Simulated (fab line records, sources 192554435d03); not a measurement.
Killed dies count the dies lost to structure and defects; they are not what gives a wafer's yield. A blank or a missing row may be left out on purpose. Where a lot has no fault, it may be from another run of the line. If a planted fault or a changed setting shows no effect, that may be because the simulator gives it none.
Lot-split experiment    flow n5-finfet    21 wafers read across 7 lots, on a route 1938 steps long

== THE SPLIT ITSELF ==
At N5_BEOL_M0_CUTY_COAT_51 (resist thk 150 nm), the setting spin-rpm was moved away from the recipe's 1500 rpm on 4 of the 21 wafers read, by -5.4% to -3.7%. All remaining wafers had this setting at the recipe value.

== SPLIT TO READING: what lies between them in the file, 1 step ==
- N5_BEOL_M0_CUTY_DESCUM_61: chemistry O2, time 7.9 s (also split here: time-s)

== THE READING ==
CAR-ArF-block_of_BEOL_M0_CUTY_COAT_51.thk-nm (the simulator's own value, which no gauge read), in nm, at N5_BEOL_M0_CUTY_ETCH_62 (etches SiARC in CF4, time 58.5 s). There is no usual value for it anywhere in the file. Here, 17 wafers ran the recipe; their average is 118.3 nm with a standard deviation of 0.6 nm.

wafer   tool, chamber at the split  spin-rpm as run, rpm  against the recipe  CAR-ArF-block_of_BEOL_M0_CUTY_COAT_51.thk-nm, nm  against lot-mates on the recipe
L076.1  litho-track-01, 0           1500                  recipe              119                                               -
L076.3  litho-track-01, 0           1500                  recipe              119                                               -
L076.4  litho-track-01, 0           1500                  recipe              119.2                                             -
L086.2  litho-track-02, 0           1500                  recipe              118.4                                             -
L086.3  litho-track-02, 0           1500                  recipe              118                                               -
L086.4  litho-track-02, 0           1444                  -3.7%               120.8                                             +2.6
L087.1  litho-track-02, 0           1500                  recipe              117.2                                             -
L087.2  litho-track-02, 0           1500                  recipe              118.2                                             -
L087.6  litho-track-02, 0           1500                  recipe              117.6                                             -
L089.1  litho-track-02, 0           1500                  recipe              119                                               -
L089.4  litho-track-02, 0           1500                  recipe              118.8                                             -
L089.5  litho-track-02, 0           1500                  recipe              117.8                                             -
L090.2  litho-track-02, 0           1500                  recipe              117.8                                             -
L090.4  litho-track-02, 0           1419                  -5.4%               122.4                                             +4.5
L090.5  litho-track-02, 0           1500                  recipe              118                                               -
L092.2  litho-track-03, 0           1500                  recipe              117.6                                             -
L092.3  litho-track-03, 0           1500                  recipe              117.6                                             -
L092.4  litho-track-03, 0           1500                  recipe              118.6                                             -
L094.1  litho-track-01, 0           1427                  -4.9%               122.4                                             +3.8
L094.5  litho-track-01, 0           1427                  -4.9%               122.8                                             +4.2
L094.6  litho-track-01, 0           1500                  recipe              118.6                                             -

FIT RESULTS
A straight line over all 21 wafers: CAR-ArF-block_of_BEOL_M0_CUTY_COAT_51.thk-nm changes by -0.82 nm for each +1% of spin-rpm; r = -0.94; the points scatter about the line by 0.6 nm.
The same after taking each lot's own level away (the mean of its wafers on the recipe; 21 wafers): -0.808 nm for each +1%; r = -0.98; scatter 0.36 nm.
On that fit, the largest move of spin-rpm shifts the reading by 4.4 nm.
From 117.67 to 119.07 nm: that is the span of the lots' own levels, equal to 2.3 times the standard deviation above.
Hence the lot-to-lot level has little effect on the slope; both slopes agree.
Check: +4.29 nm against its lot-mates is what the line predicts for one of the wafers moved furthest among these (-5.4%) when that wafer is left out of the fit. It came out at +4.5 nm against them.

== ADDITIONAL SPLITS CARRIED BY THESE WAFERS ==
Note: prior to the reading, these wafers also went through further splits. Each is held against what the fit with the lots' levels taken away leaves over:
other split on the same wafers    wafers away from the commonest value  r with CAR-ArF-block_of_BEOL_M0_CUTY_COAT_51.thk-nm (lot level and that fit taken away)
N5_BEOL_M0_CUTY_DESCUM_61 time-s  7                                     -0.58

== THE WHOLE CHAIN: every reading that the file lists as answering this split, in the file's order ==
step                     what it does                      reading                                                                                        change (the file's fit)                r (the file's)
N5_BEOL_M0_CUTY_COAT_51  resist thk 150 nm                 CAR-ArF-block_of_BEOL_M0_CUTY_COAT_51.thk-nm (the simulator's own value, which no gauge read)  -0.819 nm for each +1% of the setting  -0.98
N5_BEOL_M0_CUTY_ETCH_62  etches SiARC in CF4, time 58.5 s  CAR-ArF-block_of_BEOL_M0_CUTY_COAT_51.thk-nm (the simulator's own value, which no gauge read)  -0.801 nm for each +1% of the setting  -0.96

== FILE'S OWN FIT ==
CAR-ArF-block_of_BEOL_M0_CUTY_COAT_51.thk-nm changes by -0.801 nm for each +1% of spin-rpm, r = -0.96.
